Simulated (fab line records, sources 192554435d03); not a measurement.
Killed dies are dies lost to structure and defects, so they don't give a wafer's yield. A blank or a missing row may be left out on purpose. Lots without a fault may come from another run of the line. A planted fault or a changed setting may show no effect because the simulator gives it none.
fab line records | flow n5_finfet
record lots=7 wafers=21
route steps=1938 shown BEOL_M8@1349 BEOL_M9@1405 BEOL_M10@1509 BEOL_M11@1546
start_h: hours from the record's first day to the start of the lot's first wafer shown | wait_h: hours since the lot's step before | " the same as in the row above | L1.1+2: a row that stands for several wafers | - no value, or no start given | * or withheld: withheld | < > ~ a bound
route shown NAME@n: a module of which the file shows steps, and the number in the route of the first | usual: mean/standard deviation of fault-free wafers | same: alike in all rows | chamber/n: place in a boat | sites: the reading at each site | _std_site: their standard deviation | _edge_site: outer sites' mean less inner sites' | radius_mm: how far each site lies from the wafer's centre | mask NAME#n: copy n | behind: the tool/chamber that last shaped the wafer | hold: why the lot was held/for how many hours/how that ended | device: the transistor (n, p or np) that didn't switch | end of line: the same wafers' tests at the end of the route | a step without rows: its recipe alone | killed: dies lost to structure and defects at the first sort, not the wafer's yield | map: a wafer's dies, x killed, . not, _ none there
set.NAME: the setting as run; set.NAME@STEP: as run at that earlier step | model.NAME: the simulator's own value behind a step, which no gauge read
lots whose settings were changed on purpose; a table a step, a row a wafer
## steps
# step N5_BEOL_M8_ETCH_61
# recipe chemistry=CF4 target=SiARC target_depth_a=455 mask_material=CAR-ArF time_s=75.8 ion_energy_ev=80 pressure_mtorr=40 source_w=545 bias_w=36 Ar_flow_sccm=100 cf4_flow_sccm=100 ends=cleared
# usual rf_vpp_V=184.0/1.2
# columns lot.wafer tool chamber start_h wait_h set.bias_w rf_vpp_V
L077.2 rie_diel-05 2 221.94 0.0 36 183.0
L077.3 " 0 " " 40.12 196.3
L077.5 " 2 " " 36 182.5
L078.2 rie_diel-03 1 226.68 0.0 40.59 198.9
L078.3 " 2 " " 36 183.8
L078.5 " 2 " " 36 183.3
L080.2 rie_diel-03 1 229.35 0.0 36 182.4
L080.3 " 2 " " 29.71 163.1
L080.4 " 0 " " 29.71 165.2
L079.3 rie_diel-05 1 232.59 0.0 36 184.6
L079.4 " 1 " " 36 184.4
L079.6 " 2 " " 36 183.9
L086.1 rie_diel-01 3 284.67 0.0 36 182.6
L086.2 " 0 " " 36 184.1
L086.3 " 1 " " 36 186.1
L091.1 rie_diel-03 3 325.47 0.0 36 182.0
L091.4 " 1 " " 36 183.3
L091.6 " 1 " " 36 183.1
L090.3 rie_diel-05 1 325.69 0.0 36 183.4
L090.5 " 3 " " 36 184.7
L090.6 " 2 " " 36 182.3
# step N5_BEOL_M8_ETCH_62
# recipe chemistry=N2/H2 target=SOC target_depth_a=1100 overetch_a=220 mask_material=SiARC temp_c=40 time_s=165 ion_energy_ev=200 pressure_mtorr=30 source_w=840 bias_w=150 n2_flow_sccm=200 h2_flow_sccm=200
# usual rf_vpp_V=524.0/2.7
# columns lot.wafer tool chamber start_h wait_h set.source_w rf_vpp_V
L077.2 rie_diel-05 2 221.99 0.0 749.9 539.4
L077.3 " 0 " " 749.9 543.8
L077.5 " 2 " " 840 520.4
L078.2 rie_diel-03 1 226.73 0.0 840 522.5
L078.3 " 2 " " 792.4 532.2
L078.5 " 2 " " 840 522.4
L080.2 rie_diel-03 1 229.41 0.0 746.6 544.0
L080.3 " 2 " " 840 523.2
L080.4 " 0 " " 746.6 549.0
L079.3 rie_diel-05 1 232.65 0.0 840 524.3
L079.4 " 1 " " 840 523.0
L079.6 " 2 " " 840 521.0
L086.1 rie_diel-01 3 284.72 0.0 776.2 536.8
L086.2 " 0 " " 840 525.3
L086.3 " 1 " " 840 526.4
L091.1 rie_diel-03 3 325.52 0.0 840 520.5
L091.4 " 1 " " 840 521.9
L091.6 " 1 " " 840 523.9
L090.3 rie_diel-05 1 325.75 0.0 840 523.7
L090.5 " 3 " " 840 526.2
L090.6 " 2 " " 840 520.6
# step N5_BEOL_M9_HM_DEP_02
# recipe material=TiN target_thk_a=200 temp_c=25 chamber_pressure_pa=0.49996
# columns lot.wafer tool chamber start_h wait_h set.target_thk_a model.TiN_of_BEOL_M9_HM_DEP_02.thk_nm
L077.2 pvd_sputter-02 - 228.29 0.4 209.4 20.8
L077.3 " - " " 200 20
L077.5 " - " " 200 20.2
L078.2+5 pvd_sputter-02 - 233.78 1.7 185.6 18.2
L078.3 " - " " 185.6 17.8
L080.2 pvd_sputter-02 - 240.22 1.0 214.4 21.4
L080.3 " - " " 214.4 21.2
L080.4 " - " " 200 20
L079.3 pvd_sputter-01 - 240.44 0.7 200 19.8
L079.4+6 " - " " 200 20.2
L086.1 pvd_sputter-01 - 293.11 1.6 200 19.8
L086.2 " - " " 208 21
L086.3 " - " " 200 20
L090.3 pvd_sputter-02 - 336.52 3.7 200 20
L090.5 " - " " 217.1 21.6
L090.6 " - " " 217.1 21.4
L091.1 pvd_sputter-03 - 336.62 3.6 200 19.6
L091.4 " - " " 200 19.8
L091.6 " - " " 179.2 17.4
# step N5_BEOL_M9_DESCUM_16
# recipe chemistry=O2 time_s=7.9 source_power_w=50 bias_power_w=20 pressure_mtorr=20 rf_frequency_hz=2.712e+07 temp_c=40 resist=CAR-ArF o2_flow_sccm=225
# columns lot.wafer tool chamber start_h wait_h set.time_s model.CAR-ArF_of_BEOL_M9_COAT_05.thk_nm
L077.2 rie_diel-06 3 229.15 0.4 7.004 83.8
L077.3 " 2 " " 7.9 83.2
L077.5 " 1 " " 7.9 83.4
L078.2+3 rie_diel-04 2,0 234.37 0.0 7.26 84.2
L078.5 " 0 " " 7.9 83.8
L080.2+3 rie_diel-06 3,0 240.80 0.0 7.9 83.4
L080.4 " 2 " " 7.9 83.2
L079.3+4 rie_diel-04 0,2 240.90 0.0 7.9 83.4
L079.6 " 0 " " 7.9 83.2
L086.1+2 rie_diel-04 3,1 293.56 0.0 7.9 83.8
L086.3 " 0 " " 7.9 83.6
L090.3 rie_diel-04 1 337.10 0.0 7.9 83.6
L090.5+6 " 3,0 " " 7.9 83.8
L091.1 rie_diel-02 1 337.27 0.0 9.342 82.6
L091.4 " 0 " " 9.342 82.4
L091.6 " 2 " " 7.9 83.6
# step N5_BEOL_M9_ETCH_61
# recipe chemistry=CF4 target=SiARC target_depth_a=390 mask_material=CAR-ArF time_s=65 ion_energy_ev=80 pressure_mtorr=40 source_w=545 bias_w=36 Ar_flow_sccm=100 cf4_flow_sccm=100 ends=cleared
# columns lot.wafer tool chamber start_h wait_h set.time_s@BEOL_M9_DESCUM_16 model.CAR-ArF_of_BEOL_M9_COAT_05.thk_nm
L077.2 rie_diel-06 3 229.19 0.0 7.004 56
L077.3 " 2 " " 7.9 55.2
L077.5 " 1 " " 7.9 55.4
L078.2 rie_diel-04 2 234.40 0.0 7.26 56
L078.3 " 0 " " 7.26 56.2
L078.5 " 0 " " 7.9 55.8
L080.2+3 rie_diel-06 3,0 240.84 0.0 7.9 55.4
L080.4 " 2 " " 7.9 55.2
L079.3+4 rie_diel-04 0,2 240.94 0.0 7.9 55.6
L079.6 " 0 " " 7.9 55.4
L086.1 rie_diel-04 3 293.60 0.0 7.9 56
L086.2 " 1 " " 7.9 55.8
L086.3 " 0 " " 7.9 55.6
L090.3 rie_diel-04 1 337.14 0.0 7.9 55.6
L090.5+6 " 3,0 " " 7.9 55.8
L091.1 rie_diel-02 1 337.30 0.0 9.342 54.8
L091.4 " 0 " " 9.342 54.4
L091.6 " 2 " " 7.9 55.8
# step N5_BEOL_M9_ETCH_62
# recipe chemistry=N2/H2 target=SOC target_depth_a=1100 overetch_a=220 mask_material=SiARC temp_c=40 time_s=165 ion_energy_ev=200 pressure_mtorr=30 source_w=840 bias_w=150 n2_flow_sccm=200 h2_flow_sccm=200
# step N5_BEOL_M9_STRIP_68
# recipe chemistry=N2/H2 temp_c=40 n2_flow_sccm=200 h2_flow_sccm=200 rf_frequency_hz=6e+07
# step N5_BEOL_M9_STRIP_67
# recipe chemistry=CF4 resist=SiARC power_w=300 bias_power_w=75 pressure_mtorr=50 cf4_flow_sccm=150 rf_frequency_hz=6e+07
# step N5_BEOL_M9_HM_OPEN_17
# recipe chemistry=Cl2/BCl3 target_depth_a=200 overetch_a=60 target=TiN mask_material=SOC ion_energy_ev=150 pressure_mtorr=10 icp_w=1000 bias_w=126 Cl2_flow_sccm=53.25 bcl3_flow_sccm=21.75 Ar_flow_sccm=25
# columns lot.wafer tool chamber start_h wait_h set.target_thk_a@BEOL_M9_HM_DEP_02 model.etch.depth_nm
L077.2 rie_metal-03 0 229.42 0.0 209.4 20.81
L077.3 " 1 " " 200 19.97
L077.5 " 0 " " 200 20.24
L078.2 rie_metal-01 0 234.64 0.0 185.6 18.29
L078.3 " 1 " " 185.6 17.88
L078.5 " 0 " " 185.6 18.11
L080.2 rie_metal-01 0 241.08 0.0 214.4 21.49
L080.3 " 0 " " 214.4 21.26
L080.4 " 1 " " 200 20.02
L079.3 rie_metal-03 1 241.20 0.1 200 19.76
L079.4 " 0 " " 200 20.16
L079.6 " 1 " " 200 20.22
L086.1 rie_metal-03 0 293.84 0.0 200 19.84
L086.2 " 1 " " 208 20.91
L086.3 " 1 " " 200 20.04
L090.3 rie_metal-02 0 337.49 0.1 200 20.07
L090.5 " 0 " " 217.1 21.7
L090.6 " 1 " " 217.1 21.36
L091.1 rie_metal-03 1 337.54 0.0 200 19.63
L091.4 " 0 " " 200 19.73
L091.6 " 1 " " 179.2 17.48
# step N5_BEOL_M9_STRIP_19
# recipe chemistry=O2 power_w=400 temp_c=40 pressure_mtorr=30 rf_frequency_hz=6e+07 bias_power_w=0 overash_fraction=0.2 o2_flow_sccm=225
# step N5_BEOL_M9_STRIP_73
# recipe chemistry=C4F6/O2 resist=SiARC rf_frequency_hz=6e+07
# step N5_BEOL_M9_STRIP_36
# recipe chemistry=N2/H2 power_w=450 temp_c=40 pressure_mtorr=20 rf_frequency_hz=6e+07 overash_fraction=0.3 bias_power_w=7 h2_frac=0.5 n2_flow_sccm=200 h2_flow_sccm=200
# step N5_BEOL_M9_TRENCH_ETCH_37
# recipe chemistry=C4F6/O2 target_depth_a=1514.3 target=SiCOH_lowk time_s=49 ion_energy_ev=250 pressure_mtorr=30 source_w=345 bias_w=185 Ar_flow_sccm=300 C4F6_flow_sccm=10 O2_flow_sccm=10
# columns lot.wafer tool chamber start_h wait_h set.target_thk_a@BEOL_M9_HM_DEP_02 model.TiN_of_BEOL_M9_HM_DEP_02.thk_nm
L077.2 rie_diel-04 3 - - 209.4 17
L077.3 " 0 " " 200 16
L077.5 " 1 " " 200 16.2
L078.2 rie_diel-06 3 - - 185.6 14.2
L078.3 " 1 " " 185.6 13.6
L078.5 " 1 " " 185.6 14
L080.2 rie_diel-02 2 - - 214.4 17.2
L080.3 " 1 " " 214.4 17
L080.4 " 3 " " 200 16.2
L079.3 rie_diel-04 1 - - 200 15.6
L079.4 " 1 " " 200 16
L079.6 " 2 " " 200 16.2
L086.1 rie_diel-02 3 - - 200 16
L086.2 " 0 " " 208 16.6
L086.3 " 1 " " 200 15.8
L090.3 rie_diel-04 0 - - 200 16.2
L090.5 " 1 " " 217.1 17.6
L090.6 " 0 " " 217.1 17.4
L091.1 rie_diel-02 1 - - 200 15.2
L091.4 " 2 " " 200 15.6
L091.6 " 0 " " 179.2 13.2
# step N5_BEOL_M10_VIA_ETCH_34
# recipe chemistry=C4F6/O2 target=SiCOH_lowk target_depth_a=1845 mask_material=SOC taper_deg=4 time_s=69.2 ion_energy_ev=250 pressure_mtorr=30 source_w=345 bias_w=185 Ar_flow_sccm=300 C4F6_flow_sccm=10 O2_flow_sccm=10
# usual rf_vpp_V=665/13
# columns lot.wafer tool chamber start_h wait_h set.bias_w rf_vpp_V model.etch.depth_nm
L077.2 rie_diel-01 0 239.35 0.0 185 682 182.4
L077.3 " 3 " " 185 673 179.6
L077.5 " 1 " " 185 685 182.5
L078.2 rie_diel-05 3 246.50 0.0 185 664 184.5
L078.3 " 0 " " 159.7 573 165.9
L078.5 " 1 " " 159.7 578 166.2
L080.2 rie_diel-03 3 250.51 0.0 160.7 585 178
L080.3 " 1 " " 185 658 187
L080.4 " 0 " " 160.7 599 174.1
L079.3 rie_diel-01 0 252.25 0.0 185 681 179.1
L079.4 " 3 " " 185 674 176.9
L079.6 " 1 " " 185 684 181.1
L086.1 rie_diel-03 3 306.39 0.0 185 654 184
L086.2 " 1 " " 160.4 586 182.9
L086.3 " 2 " " 160.4 583 177.5
L090.3 rie_diel-01 2 344.88 0.0 185 660 186.3
L090.5 " 0 " " 185 679 188.3
L090.6 " 2 " " 185 659 185.1
L091.1 rie_diel-03 3 345.07 0.0 185 655 184.7
L091.4 " 1 " " 206.1 715 196.4
L091.6 " 1 " " 206.1 715 195.1
# step N5_BEOL_M10_ETCH_41
# recipe chemistry=CH3F/O2 target=SiCN target_depth_a=426 taper_deg=2 time_s=86 ion_energy_ev=120 mask_material=TiN pressure_mtorr=30 source_w=395 bias_w=75 Ar_flow_sccm=150 CH3F_flow_sccm=30 O2_flow_sccm=20
# usual rf_vpp_V=297.5/1.8
# columns lot.wafer tool chamber start_h wait_h set.source_w rf_vpp_V model.etch.depth_nm
L077.2 rie_diel-01 0 - - 395 299.5 31.3
L077.3 " 3 " " 458.7 281.6 32.92
L077.5 " 1 " " 395 300.0 31.7
L078.2 rie_diel-05 3 - - 395 297.9 32.47
L078.3 " 0 " " 353.3 308.1 29.49
L078.5 " 1 " " 353.3 307.8 29.9
L080.2 rie_diel-03 3 - - 395 295.7 32.59
L080.3 " 1 " " 338.7 311.0 31.09
L080.4 " 0 " " 395 299.7 31.98
L079.3 rie_diel-01 0 - - 395 299.5 32.01
L079.4 " 3 " " 395 296.4 31.25
L079.6 " 1 " " 395 300.3 31.91
L086.1 rie_diel-03 3 - - 395 295.0 32.45
L086.2 " 1 " " 395 295.2 33.3
L086.3 " 2 " " 395 296.0 32.52
L090.3 rie_diel-01 2 - - 459.2 285.5 34.87
L090.5 " 0 " " 459.2 285.4 35.35
L090.6 " 2 " " 395 299.4 32.86
L091.1 rie_diel-03 3 - - 395 296.2 32.77
L091.4 " 1 " " 415.7 291.5 33.96
L091.6 " 1 " " 415.7 292.2 33.76
# step N5_BEOL_M11_EXPOSE_08
# recipe mask_id=M11 na=1.35 source_shape=dipole sigma_inner=0.411 sigma_outer=0.611 polarization=te dose_mj=53.75
# columns lot.wafer tool chamber start_h wait_h mask set.dose_mj
L077.2+3+5 arfi_scanner-03 0 244.28 - M11#0 56.73
L078.2+5 arfi_scanner-02 0 252.54 - M11#0 57.66
L078.3 " 0 " " M11#0 53.75
L080.2+3+4 arfi_scanner-03 0 255.78 - M11#0 53.75
L079.3+4+6 arfi_scanner-03 0 257.26 - M11#0 53.75
L086.1+3 arfi_scanner-01 0 314.33 - M11#0 53.75
L086.2 " 0 " " M11#0 52.17
L090.3 arfi_scanner-03 0 349.05 - M11#0 53.75
L090.5+6 " 0 " " M11#0 51.78
L091.1+4+6 arfi_scanner-03 0 350.92 - M11#0 53.75
# step N5_BEOL_M11_PEB_09
# recipe peb_temp_c=withheld peb_time_s=60 resist=CAR-ArF
# step N5_BEOL_M11_DEVELOP_10
# recipe develop_time_s=30 developer=TMAH resist=CAR-ArF rinse_liquid=diw dry=air_spin dev_temp_c=23
# step N5_BEOL_M11_CD_MEAS_11
# recipe target_cd_nm=64.1 landing_energy_ev=500 detector=se_inlens polarity=opening
# usual cd_nm=64.0/0.75
# columns lot.wafer tool chamber start_h wait_h set.dose_mj@BEOL_M11_EXPOSE_08 cd_nm
L077.2 cd_sem-02 0 244.40 - 56.73 65.7
L077.3 " 0 " " 56.73 66.0
L077.5 " 0 " " 56.73 66.2
L078.2 cd_sem-02 0 252.66 - 57.66 69.2
L078.3 " 0 " " 53.75 63.5
L078.5 " 0 " " 57.66 68.2
L080.2 cd_sem-03 0 255.90 - 53.75 63.1
L080.3 " 0 " " 53.75 63.3
L080.4 " 0 " " 53.75 63.4
L079.3 cd_sem-01 0 257.38 - 53.75 64.2
L079.4 " 0 " " 53.75 64.8
L079.6 " 0 " " 53.75 64.2
L086.1 cd_sem-02 0 314.46 - 53.75 63.6
L086.2 " 0 " " 52.17 61.9
L086.3 " 0 " " 53.75 62.8
L090.3 cd_sem-01 0 349.17 - 53.75 64.2
L090.5 " 0 " " 51.78 62.5
L090.6 " 0 " " 51.78 63.0
L091.1 cd_sem-02 0 351.05 - 53.75 64.9
L091.4 " 0 " " 53.75 64.8
L091.6 " 0 " " 53.75 64.7
# step N5_BEOL_M11_DESCUM_16
# recipe chemistry=O2 time_s=7.9 source_power_w=50 bias_power_w=20 pressure_mtorr=20 rf_frequency_hz=2.712e+07 temp_c=40 resist=CAR-ArF o2_flow_sccm=225
# step N5_BEOL_M11_ETCH_61
# recipe chemistry=CF4 target=SiARC target_depth_a=390 mask_material=CAR-ArF time_s=65 ion_energy_ev=80 pressure_mtorr=40 source_w=545 bias_w=36 Ar_flow_sccm=100 cf4_flow_sccm=100 ends=cleared
# columns lot.wafer tool chamber start_h wait_h set.dose_mj@BEOL_M11_EXPOSE_08 model.BEOL_M11.cd_offset_nm
L077.2 rie_diel-02 1 244.52 0.0 56.73 1.4
L077.3 " 0 " " 56.73 2
L077.5 " 2 " " 56.73 2.4
L078.2 rie_diel-04 1 252.78 0.0 57.66 5.2
L078.3 " 2 " " 53.75 -0.2
L078.5 " 0 " " 57.66 4.2
L080.2+3 rie_diel-04 2,1 256.05 0.0 53.75 -0.8
L080.4 " 2 " " 53.75 -1
L079.3 rie_diel-06 3 257.63 0.0 53.75 1.2
L079.4+6 " 2,3 " " 53.75 0.8
L086.1 rie_diel-02 3 314.86 0.0 53.75 -0.6
L086.2 " 1 " " 52.17 -1.8
L086.3 " 2 " " 53.75 -1
L090.3 rie_diel-04 1 349.30 0.0 53.75 0
L090.5 " 0 " " 51.78 -1.2
L090.6 " 3 " " 51.78 -1.4
L091.1 rie_diel-02 1 351.17 0.0 53.75 0.6
L091.4 " 2 " " 53.75 0.8
L091.6 " 0 " " 53.75 0.4
## key
split step=N5_BEOL_M8_ETCH_61 setting=bias_w stated=36 by=wafer
response step=N5_BEOL_M8_ETCH_61 reading=rf_vpp_V change=+1.12 per=1% r=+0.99
split step=N5_BEOL_M8_ETCH_62 setting=source_w stated=840 by=wafer
response step=N5_BEOL_M8_ETCH_62 reading=rf_vpp_V change=-1.9 per=1% r=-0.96
split step=N5_BEOL_M9_HM_DEP_02 setting=target_thk_a stated=200 by=wafer
response step=N5_BEOL_M9_HM_DEP_02 reading=model.TiN_of_BEOL_M9_HM_DEP_02.thk_nm change=+0.198 per=1% r=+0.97
response step=N5_BEOL_M9_HM_OPEN_17 reading=model.etch.depth_nm change=+0.193 per=1% r=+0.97
response step=N5_BEOL_M9_TRENCH_ETCH_37 reading=model.TiN_of_BEOL_M9_HM_DEP_02.thk_nm change=+0.175 per=1% r=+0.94
split step=N5_BEOL_M9_DESCUM_16 setting=time_s stated=7.9 by=wafer
response step=N5_BEOL_M9_DESCUM_16 reading=model.CAR-ArF_of_BEOL_M9_COAT_05.thk_nm change=-0.055 per=1% r=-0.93
response step=N5_BEOL_M9_ETCH_61 reading=model.CAR-ArF_of_BEOL_M9_COAT_05.thk_nm change=-0.0612 per=1% r=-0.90
split step=N5_BEOL_M10_VIA_ETCH_34 setting=bias_w stated=185 by=wafer
response step=N5_BEOL_M10_VIA_ETCH_34 reading=rf_vpp_V change=+5.56 per=1% r=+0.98
response step=N5_BEOL_M10_VIA_ETCH_34 reading=model.etch.depth_nm change=+0.858 per=1% r=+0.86
split step=N5_BEOL_M10_ETCH_41 setting=source_w stated=395 by=wafer
response step=N5_BEOL_M10_ETCH_41 reading=rf_vpp_V change=-0.965 per=1% r=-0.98
response step=N5_BEOL_M10_ETCH_41 reading=model.etch.depth_nm change=+0.129 per=1% r=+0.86
split step=N5_BEOL_M11_EXPOSE_08 setting=dose_mj stated=53.75 by=wafer
response step=N5_BEOL_M11_CD_MEAS_11 reading=cd_nm change=+0.626 per=1% r=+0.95
response step=N5_BEOL_M11_ETCH_61 reading=model.BEOL_M11.cd_offset_nm change=+0.578 per=1% r=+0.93
